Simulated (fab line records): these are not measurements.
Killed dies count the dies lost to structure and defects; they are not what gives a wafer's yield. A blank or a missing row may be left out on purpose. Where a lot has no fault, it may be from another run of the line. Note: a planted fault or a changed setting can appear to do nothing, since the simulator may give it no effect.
Chamber matching -- flow nandHarc -- 4 sister chambers for NHARC_A_STAIRCASE_DESCUM_168 on rieDiel-07
The step chemistry O2, time 3 s. 4 wafers are shown with their chamber, then 8 later ones without.

== WAFERS PAIRED WITH THEIR CHAMBERS ==
wafer,chamber,showerheadPlenumPTorr (Torr)
L081.5,1,1.80
L085.2,2,1.99
L085.6,0,1.83
L086.2,3,1.95

== WAFERS MISSING THEIR CHAMBER ==
wafer,showerheadPlenumPTorr (Torr)
L086.5,1.99
L086.6,1.80
L094.2,1.79
L094.3,1.95
L094.4,1.95
L096.3,1.83
L096.4,1.94
L096.5,1.79

== THE CHAMBER EACH PASSED THROUGH ==
wafer,from the rows above,in truth
L086.5,2,2
L086.6,1,1
L094.2,1,1
L094.3,3,3
L094.4,3,3
L096.3,0,0
L096.4,3,3
L096.5,1,1
Correctly placed: 8 of 8. Left unplaced by these rows: 0. Wrongly placed: 0.
How it was worked out, from the rows above alone: a wafer's distance from a chamber is the root of the sum, over the readings, of the square of ((its reading less the chamber's mean) divided by the reading's scatter). The wafer belongs to the nearest chamber; if the next one is less than 2 further off, it can't be placed. The mean given for a chamber averages the wafers shown for that chamber. The scatter (one wafer shown for each chamber): square how far every hidden wafer sits from the nearest shown wafer, average those squares and take the square root.
